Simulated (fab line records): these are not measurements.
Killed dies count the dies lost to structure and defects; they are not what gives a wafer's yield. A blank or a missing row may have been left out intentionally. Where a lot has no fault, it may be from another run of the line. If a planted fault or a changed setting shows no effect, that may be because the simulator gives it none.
Problem report in the 8D (eight disciplines) form, filled by code	flow nand harc	the parts of the form that need people (team, actions taken, sign-off) are left out

== 1. PROBLEM STATEMENT ==
Mean of oes product au at NHARC_A_WL_FILL_ETCHBACK_26: 0.867 a.u. across 9 wafers in 3 lots; on wafers with no fault it is 1.001 a.u. (standard deviation 0.0063). That is -21 standard deviations from the usual mean.
The step: etches the open film in HBr, target depth 52 nm, time 13.3 s.
Earliest sighting: wafer L470.1 on rie si-01 at day 24 02:25. At this step, 39 wafers from 13 lots have a number in the record. By rule, "out" or "out of limits" means more than 4 standard deviations away from the usual mean. The other wafers with a number count as sound.

== 2. WHAT THIS IS AND IS NOT ==
question	is	is not
which readings at this step	oes product au	drypump motor current A
which lots	L470, L472, L473	L463, L465, L468, L469, L476, L478, L479, L481, L482, L484
which wafers of those lots	all that have a number	-
read on which tools	rie si-01	rie si-03, rie si-04
when	from day 24 02:25	up to then (12 sound wafers); but 18 sound wafers of L476, L478, L479, L481, L482, L484 came after

== 3. THE SUSPECTS, EACH WITH WHAT RULES IT OUT ==
Counting: a tool stays on the suspect list if, at a process step up to the reading, it processed all lots that are out and no sound lot following the first of them.
- plasma asher-01 at NHARC_A_WL_FILL_STRIP_27 (strips in N2/H2, time 20 s): ruled out as a lasting fault. Sound lots L476, L478, L479, L482, L481 ran on it after its first lot that is out, L470 (day 23 09:33).
- rie si-01 at NHARC_A_WL_FILL_ETCHBACK_26 (etches the open film in HBr, target depth 52 nm, time 13.3 s): ruled out as a lasting fault. Sound lots L482 ran on it after its first lot that is out, L470 (day 24 02:25).
Left after counting: nothing in the record.

== 4. THE CAUSE (what the simulator had put in) ==
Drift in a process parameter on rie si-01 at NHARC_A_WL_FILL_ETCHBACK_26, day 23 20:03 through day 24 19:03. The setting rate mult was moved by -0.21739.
Counting ruled it out, wrongly.

== 5. SEQUENCE OF EFFECTS, ordered by route ==
Each row: a reading where the mean over the struck wafers with a number is more than 3 standard deviations away from the usual. Only readings for which the record gives a usual standard deviation are gone through. hours: the time from each lot's start at the first step in this table that gives one to its start at this step, as a median over the lots. sigmas: the change in usual standard deviations.
hours	step	reading	usual	on struck wafers	change	sigmas
0	NHARC_A_WL_FILL_ETCHBACK_26	oes product au	1.001 a.u.	0.867	-0.134	-21
Here are the process steps it includes:
- NHARC_A_WL_FILL_ETCHBACK_26: etches the open film in HBr, target depth 52 nm, time 13.3 s.
Later measuring or inspecting steps at which every struck wafer that the step has a row for has a number for every such reading, and none has moved that far: NHARC_END_SORT_01.

== 6. HOW IT WOULD HAVE BEEN CAUGHT EARLIER ==
In this record the first reading out of limits was taken at day 24 02:25, 6 hours after the fault began at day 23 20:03.
